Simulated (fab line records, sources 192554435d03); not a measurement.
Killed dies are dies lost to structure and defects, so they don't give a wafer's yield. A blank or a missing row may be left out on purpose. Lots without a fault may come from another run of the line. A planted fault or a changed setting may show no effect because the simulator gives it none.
Which tool did it? | flow n5_finfet | 9 lots, 27 wafers sampled, at 5 steps of a route of 1938

WHAT THE GAUGES READ, wafer by wafer
N5_BEOL_M4_RC_MEAS_101. Usual: DIBL_N 36.5 mV/V, standard deviation 1.2; DIBL_P 36.5 mV/V, standard deviation 1.6; IOFF_N 0.162 nA/um, standard deviation 0.023; IOFF_P 0.221 nA/um, standard deviation 0.03; ION_N 678 uA/um, standard deviation 8; ION_P 466 uA/um, standard deviation 6.3; SS_N 71.6 mV/dec, standard deviation 0.46; SS_P 73.3 mV/dec, standard deviation 0.57; VT_N 249.2 mV, standard deviation 2.6; VT_P -249 mV, standard deviation 3.3.
lot  | measured     | on        | DIBL_N (mV/V)  | DIBL_P (mV/V)  | IOFF_N (nA/um)    | IOFF_P (nA/um)    | ION_N (uA/um) | ION_P (uA/um) | SS_N (mV/dec)  | SS_P (mV/dec)  | VT_N (mV)         | VT_P (mV)      | flag
L708 | day 8 15:49  | prober-02 | 38.6 36.6 37.1 | 36.2 34.8 34.5 | 0.178 0.144 0.149 | 0.225 0.207 0.197 | 683 665 679   | 463 460 463   | 71.8 71.2 72.2 | 73.7 73.2 72.9 | 247.0 249.8 249.5 | -252 -250 -252 |
L715 | day 11 14:50 | prober-02 | 36.9 36.6 36.5 | 37.8 37.4 37.5 | 0.162 0.155 0.156 | 0.189 0.180 0.176 | 680 667 682   | 459 454 460   | 71.5 71.3 71.9 | 73.0 74.0 72.5 | 250.4 251.2 250.6 | -253 -254 -256 |
L716 | day 11 17:20 | prober-02 | 35.8 35.8 35.5 | 36.0 36.5 35.2 | 0.152 0.151 0.148 | 0.205 0.210 0.194 | 680 669 682   | 465 458 464   | 71.8 71.4 71.0 | 73.0 73.1 73.2 | 252.3 249.7 250.3 | -252 -250 -252 |
L717 | day 12 01:18 | prober-02 | 37.9 38.1 38.1 | 37.1 36.4 37.2 | 0.180 0.169 0.179 | 0.229 0.214 0.227 | 680 674 678   | 463 460 468   | 71.7 71.5 72.0 | 73.1 73.1 72.6 | 246.5 248.7 247.2 | -248 -249 -252 |
L726 | day 14 11:44 | prober-01 | 36.2 35.3 34.6 | 38.9 38.1 36.3 | 0.194 0.165 0.152 | 0.254 0.232 0.215 | 695 677 678   | 471 464 465   | 72.0 72.7 71.9 | 73.8 72.7 73.0 | 247.0 248.3 251.2 | -246 -248 -247 |
L730 | day 15 21:52 | prober-02 | 36.5 34.9 34.3 | 36.1 33.7 34.0 | 0.189 0.157 0.154 | 0.268 0.225 0.230 | 692 680 686   | 478 474 477   | 71.5 71.4 71.4 | 73.4 72.5 72.6 | 246.6 248.0 248.0 | -241 -245 -246 |
L729 | day 16 01:32 | prober-02 | 37.5 37.1 35.6 | 37.2 36.5 34.3 | 0.169 0.147 0.125 | 0.210 0.203 0.176 | 675 669 668   | 462 462 459   | 72.1 72.0 70.9 | 73.1 72.9 73.2 | 250.7 251.4 253.9 | -251 -249 -252 |
L728 | day 16 04:32 | prober-01 | 38.0 37.1 36.0 | 36.7 35.6 34.9 | 0.167 0.155 0.138 | 0.214 0.203 0.189 | 674 677 672   | 462 465 464   | 72.0 71.5 71.7 | 74.3 72.9 73.1 | 246.7 248.8 250.6 | -249 -250 -249 |
L731 | day 16 07:52 | prober-02 | 38.1 37.7 39.2 | 38.1 36.9 38.9 | 0.181 0.170 0.206 | 0.251 0.233 0.258 | 678 691 690   | 468 469 463   | 72.3 72.2 72.1 | 74.5 74.4 73.9 | 248.3 249.1 245.9 | -249 -247 -249 |

WHICH TOOL RAN EACH LOT (tool, then ch and the chambers of the sampled wafers, then the start)
lot  | N5_GATE_CUT_ETCH_58                | N5_GATE_CUT_SAC_CAP_01            | N5_GATE_CUT_HM_DEP_46           | N5_GATE_CUT_COAT_07
L708 | rie_diel-02 ch 0,1,3, day 4 07:56  | ald_sin-02 ch 0,3, day 4 08:15    | pecvd-04 ch 1,2, day 4 10:51    | litho_track-03 ch 0, day 4 10:56
L715 | rie_diel-05 ch 0,1,3, day 6 03:46  | ald_sin-04 ch 1,3, day 6 04:05    | pecvd-04 ch 0,2, day 6 06:41    | litho_track-03 ch 0, day 6 06:46
L716 | rie_diel-03 ch 0,2,3, day 6 10:00  | ald_sin-03 ch 0,1,3, day 6 10:19  | pecvd-01 ch 0,1,2, day 6 12:55  | litho_track-01 ch 0, day 6 12:59
L717 | rie_diel-03 ch 1,3, day 6 15:13    | ald_sin-03 ch 1,2, day 6 15:31    | pecvd-02 ch 0,2, day 6 18:08    | litho_track-03 ch 0, day 6 18:14
L726 | rie_diel-02 ch 0,1,2, day 9 11:37  | ald_sin-03 ch 1,2,3, day 9 11:56  | pecvd-02 ch 0,2, day 9 14:32    | litho_track-03 ch 0, day 9 19:32
L730 | rie_diel-05 ch 0,1,2, day 11 07:22 | ald_sin-04 ch 0,2,3, day 11 07:40 | pecvd-04 ch 0,1,2, day 11 10:16 | litho_track-03 ch 0, day 11 10:20
L729 | rie_diel-03 ch 0,1,2, day 11 08:07 | ald_sin-02 ch 0,1,3, day 11 08:26 | pecvd-04 ch 0,1,2, day 11 11:17 | litho_track-03 ch 0, day 11 11:21
L728 | rie_diel-02 ch 0,1,2, day 11 09:49 | ald_sin-04 ch 0,1, day 11 10:08   | pecvd-01 ch 0,2, day 11 12:44   | litho_track-03 ch 0, day 11 12:49
L731 | rie_diel-05 ch 1,2,3, day 11 10:41 | ald_sin-02 ch 0,1,3, day 11 10:57 | pecvd-02 ch 0,1,2, day 11 13:34 | litho_track-03 ch 0, day 11 13:38
- N5_GATE_CUT_ETCH_58: etches SiNx in CH3F/O2, target depth 17 nm, time 128.6 s.
- N5_GATE_CUT_SAC_CAP_01: material SiNx, target thk 24 nm, pulse time 1 s, ald cycles 480.
- N5_GATE_CUT_HM_DEP_46: deposits SiO2 from TEOS/O2, target thk 130 nm, time 26.6 s.
- N5_GATE_CUT_COAT_07: resist thk 30 nm.

WHAT THE TOOLS THEMSELVES READ (means of the sampled wafers that have a number; where no wafer has one, the mark that the record gives instead)
N5_GATE_CUT_ETCH_58. Usual: drypump_motor_current_A 5.7 A, standard deviation 0.38; oes_product_au 0.78 a.u., standard deviation 0.084; rf_fwd_power_W 413.7 W, standard deviation 1.2; rf_vpp_V 99.0 V, standard deviation 0.97; showerhead_plenum_p_Torr 2.00 Torr, standard deviation 0.066; throttle_valve_pct 16.40 %, standard deviation 0.19.
lot  | tool        | drypump_motor_current_A (A) | oes_product_au (a.u.) | rf_fwd_power_W (W) | rf_vpp_V (V) | showerhead_plenum_p_Torr (Torr) | throttle_valve_pct (%) | flag
L708 | rie_diel-02 | 5.4                         | 0.74                  | 413.4              | 99.1         | 1.96                            | 16.43                  |
L715 | rie_diel-05 | 5.9                         | 0.80                  | 413.9              | 99.0         | 2.01                            | 16.26                  |
L716 | rie_diel-03 | 5.7                         | 0.75                  | 412.6              | 99.5         | 2.04                            | 16.40                  |
L717 | rie_diel-03 | 5.6                         | 0.72                  | 415.5              | 99.0         | 2.06                            | 16.53                  |
L726 | rie_diel-02 | 5.5                         | 0.87                  | 413.1              | 98.6         | 1.97                            | 16.33                  |
L730 | rie_diel-05 | 5.8                         | 0.83                  | 413.4              | 99.3         | 1.99                            | 16.17                  |
L729 | rie_diel-03 | 5.7                         | 0.73                  | 412.8              | 98.5         | 2.00                            | 16.53                  |
L728 | rie_diel-02 | 5.5                         | 0.85                  | 413.7              | 98.8         | 1.97                            | 16.34                  |
L731 | rie_diel-05 | 5.9                         | 0.85                  | 413.5              | 99.7         | 2.00                            | 16.31                  |

N5_GATE_CUT_SAC_CAP_01. Usual: heater_power_w 840 W, standard deviation 95; precursor_pulse_height_rel 1.001, standard deviation 0.02.
lot  | tool       | heater_power_w (W) | precursor_pulse_height_rel | flag
L708 | ald_sin-02 | 816                | 1.003                      |
L715 | ald_sin-04 | 930                | 1.020                      |
L716 | ald_sin-03 | 781                | 1.001                      |
L717 | ald_sin-03 | 919                | 0.990                      |
L726 | ald_sin-03 | 878                | 1.009                      |
L730 | ald_sin-04 | 883                | 1.012                      |
L729 | ald_sin-02 | 805                | 1.031                      |
L728 | ald_sin-04 | 763                | 1.004                      |
L731 | ald_sin-02 | 815                | 0.999                      |

N5_GATE_CUT_HM_DEP_46. Usual: heater_power_w 528 W, standard deviation 84; rf_fwd_power_W 889 W, standard deviation 4.7; showerhead_plenum_p_Torr 8.37 Torr, standard deviation 0.058; throttle_valve_pct 18.6 %, standard deviation 1.1.
lot  | tool     | heater_power_w (W) | rf_fwd_power_W (W) | showerhead_plenum_p_Torr (Torr) | throttle_valve_pct (%) | flag
L708 | pecvd-04 | 586                | 889                | 8.39                            | 19.5                   |
L715 | pecvd-04 | 465                | 888                | 8.44                            | 18.5                   |
L716 | pecvd-01 | 583                | 889                | 8.30                            | 18.7                   |
L717 | pecvd-02 | 490                | 891                | 8.40                            | 17.9                   |
L726 | pecvd-02 | 473                | 888                | 8.34                            | 17.5                   |
L730 | pecvd-04 | 541                | 888                | 8.41                            | 19.2                   |
L729 | pecvd-04 | 509                | 888                | 8.40                            | 19.1                   |
L728 | pecvd-01 | 652                | 889                | 8.32                            | 19.3                   |
L731 | pecvd-02 | 508                | 891                | 8.37                            | 18.1                   |

N5_GATE_CUT_COAT_07. Usual: spin_speed_rpm 1499.9 rpm, standard deviation 1.
lot  | tool           | spin_speed_rpm (rpm) | flag
L708 | litho_track-03 | 1499.4               |
L715 | litho_track-03 | 1604.9               | OFF
L716 | litho_track-01 | 1498.9               |
L717 | litho_track-03 | 1604.8               | OFF
L726 | litho_track-03 | 1500.0               |
L730 | litho_track-03 | 1500.4               |
L729 | litho_track-03 | 1500.6               |
L728 | litho_track-03 | 1500.3               |
L731 | litho_track-03 | 1498.8               |

THE ANSWER, worked out from the rows above alone
Rule: a lot is off if the mean of its wafers that have a number lies more than 3 standard deviations from the usual mean. A lot without any number at a reading at which 4 lots or more have one is off too. The other lots that the step has rows for count as sound. The gauges are gone through in route order, then the tools' own readings, and for those a lot's mean is taken as printed above. The first step at which some lot is off is used, and at that step the reading that is off furthest; a lot without a number counts as furthest.
Off: L715, L717, at N5_GATE_CUT_COAT_07 (spin_speed_rpm).
A tool fits if, at that step or a process step before it, it ran every lot that is off, and no sound lot after the first of them. None of those tried fits.

WHAT THE SIMULATOR HAD PUT IN
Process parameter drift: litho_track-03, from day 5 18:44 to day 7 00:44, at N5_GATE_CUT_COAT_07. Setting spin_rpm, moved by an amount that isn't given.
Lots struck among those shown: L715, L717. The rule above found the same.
